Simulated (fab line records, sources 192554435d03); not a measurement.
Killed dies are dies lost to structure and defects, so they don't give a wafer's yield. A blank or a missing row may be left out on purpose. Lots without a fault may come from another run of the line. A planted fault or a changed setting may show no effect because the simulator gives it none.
Problem report in the 8D (eight disciplines) form, filled by code | flow n5_finfet | the parts of the form that need people (team, actions taken, sign-off) are left out

1. THE PROBLEM
spin_speed_rpm at N5_BEOL_M3_COAT_67 reads a mean of 1361.8 rpm on 9 wafers of 3 lots; wafers without a fault read 1499.8 rpm with a standard deviation of 0.92. That is -99 or more standard deviations from the usual mean.
The step: time 60 s, resist thk 60 nm.
First seen on wafer L686.2, day 8 07:14, on litho_track-05. The record holds 15 wafers of 5 lots with a number at this step. Rule for "out", or "out of limits": more than 4 standard deviations from the usual mean. The other wafers with a number count as sound.

2. WHAT IT IS AND WHAT IT IS NOT
question                    | is                     | is not
which readings at this step | spin_speed_rpm         | -
which lots                  | L685, L686, L687       | L684, L693
which wafers of those lots  | all that have a number | -
read on which tools         | litho_track-05         | litho_track-01
when                        | from day 8 07:14       | up to then (3 sound wafers); but 3 sound wafers of L693 came after

3. SUSPECTS, AND WHAT RULES EACH OUT
Counting: a tool at a process step up to the reading stays a suspect if it ran every lot that is out and no sound lot after the first of them.
- litho_track-05 at N5_BEOL_M3_COAT_67 (time 60 s, resist thk 60 nm): kept. It ran every lot that is out, first L686 (day 8 07:14), and no sound lot after that; its last sound lot up to then is L684 (day 7 11:01). Its own readings are out on those wafers: spin_speed_rpm.
Left after counting: litho_track-05 at N5_BEOL_M3_COAT_67.

4. THE CAUSE (what the simulator had put in)
Process parameter drift: litho_track-05, from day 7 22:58 on, at N5_BEOL_M3_COAT_67. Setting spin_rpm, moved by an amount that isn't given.
Counting left only this tool.

5. THE CHAIN OF EFFECTS, in route order
Each row: a reading whose mean over the struck wafers that have a number lies more than 3 standard deviations from the usual. Only readings for which the record gives a usual standard deviation are gone through. hours: the time from each lot's start at the first step in this table that gives one to its start at this step, as a median over the lots. sigmas: the change in usual standard deviations.
hours | step               | reading        | usual      | on struck wafers | change | sigmas
0     | N5_BEOL_M3_COAT_67 | spin_speed_rpm | 1499.8 rpm | 1361.8           | -138.0 | -99 or more
The process steps in it:
- N5_BEOL_M3_COAT_67: time 60 s, resist thk 60 nm.
Later measuring or inspecting steps at which every struck wafer that the step has a row for has a number for every such reading, and none has moved that far: N5_BEOL_M4_RC_MEAS_101.

6. WHAT WOULD HAVE CAUGHT IT SOONER
In this record the first reading out of limits was taken at day 8 07:14, 8 hours after the fault began at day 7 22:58.
